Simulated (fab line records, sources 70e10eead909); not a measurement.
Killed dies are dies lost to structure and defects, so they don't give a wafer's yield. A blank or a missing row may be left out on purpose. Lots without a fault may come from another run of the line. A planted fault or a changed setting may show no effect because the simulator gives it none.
Which tool did it? | flow nand_harc | 11 lots, 33 wafers sampled, at 5 steps of a route of 1159

WHAT THE GAUGES READ, wafer by wafer
NHARC_END_SORT_01.
lot  | measured     | on        | defect_limited_yield (%)
L676 | day 20 09:02 | prober-02 | 98.1 97.5 97.5

WHICH TOOL RAN EACH LOT (tool, then ch and the chambers of the sampled wafers, then the start)
lot  | NHARC_A_M0_ETCH_34                 | NHARC_A_M0_PRE_CLEAN_29                 | NHARC_A_M0_PVD_20            | NHARC_A_M0_PRE_CLEAN_31
L672 | rie_diel-08 ch 0,1,3, day 17 03:01 | pvd_sputter-01, day 17 04:00 or earlier | pvd_sputter-01, day 17 04:00 | pecvd-04 ch 0,1,2, day 17 05:32
L673 | rie_diel-08 ch 1,2,3, day 17 18:29 | pvd_sputter-03, day 17 19:26 or earlier | pvd_sputter-03, day 17 19:26 | pecvd-02 ch 1,2, day 17 20:57
L674 | rie_diel-08 ch 0,1,2, day 17 18:56 | pvd_sputter-01, day 17 19:52 or earlier | pvd_sputter-01, day 17 19:52 | pecvd-03 ch 0,1,2, day 17 21:24
L675 | rie_diel-04 ch 0,1,2, day 18 00:10 | pvd_sputter-01, day 18 01:08 or earlier | pvd_sputter-01, day 18 01:08 | pecvd-03 ch 0,1,2, day 18 02:39
L677 | rie_diel-05 ch 2,3, day 18 04:56   | pvd_sputter-02, day 18 05:52 or earlier | pvd_sputter-02, day 18 05:52 | pecvd-03 ch 0,1, day 18 07:30
L676 | rie_diel-08 ch 1,2,3, day 18 09:20 | pvd_sputter-03, day 18 10:17 or earlier | pvd_sputter-03, day 18 10:17 | pecvd-03 ch 0,2, day 18 12:00
L683 | rie_diel-05 ch 0,2,3, day 20 11:43 | pvd_sputter-01, day 20 12:41 or earlier | pvd_sputter-01, day 20 12:41 | pecvd-03 ch 0,1,2, day 20 14:24
L692 | rie_diel-04 ch 0,2,3, day 22 18:39 | pvd_sputter-03, day 22 19:39 or earlier | pvd_sputter-03, day 22 19:39 | pecvd-03 ch 1,2, day 22 21:10
L693 | rie_diel-05 ch 0,1,2, day 22 23:35 | pvd_sputter-03, day 23 00:34 or earlier | pvd_sputter-03, day 23 00:34 | pecvd-02 ch 0,1,2, day 23 02:10
L694 | rie_diel-08 ch 0,2, day 23 09:04   | pvd_sputter-03, day 23 10:04 or earlier | pvd_sputter-03, day 23 10:04 | pecvd-04 ch 1,2, day 23 11:34
L695 | rie_diel-08 ch 0,2, day 23 13:31   | pvd_sputter-03, day 23 14:29 or earlier | pvd_sputter-03, day 23 14:29 | pecvd-03 ch 0,2, day 23 16:01
- NHARC_A_M0_ETCH_34: etches the open film in N2/H2, target depth 40 nm, overetch 12 nm, time 43.94 s.
- NHARC_A_M0_PRE_CLEAN_29: time 30 s.
- NHARC_A_M0_PVD_20: deposits TaN, target thk 5 nm, time 8.06 s.
- NHARC_A_M0_PRE_CLEAN_31: time 12 s.

THE ANSWER, worked out from the rows above alone
Rule: what is usual is taken from the lots themselves. Put in order of their means at a reading, lots are off if they are a third of the lots or fewer, leave a main group of 4 or more, and stand apart from it by a gap of 3 or more times the standard deviation of the main group's means; of several such gaps the widest counts. A main group whose means are all the same, to the digits that the tables above print for the reading, isn't used. A lot without any number at a reading at which 4 lots or more have one is off too. The other lots that the step has rows for count as sound.
No lot is off at any reading shown: from this, nothing can be told.

WHAT THE SIMULATOR HAD PUT IN
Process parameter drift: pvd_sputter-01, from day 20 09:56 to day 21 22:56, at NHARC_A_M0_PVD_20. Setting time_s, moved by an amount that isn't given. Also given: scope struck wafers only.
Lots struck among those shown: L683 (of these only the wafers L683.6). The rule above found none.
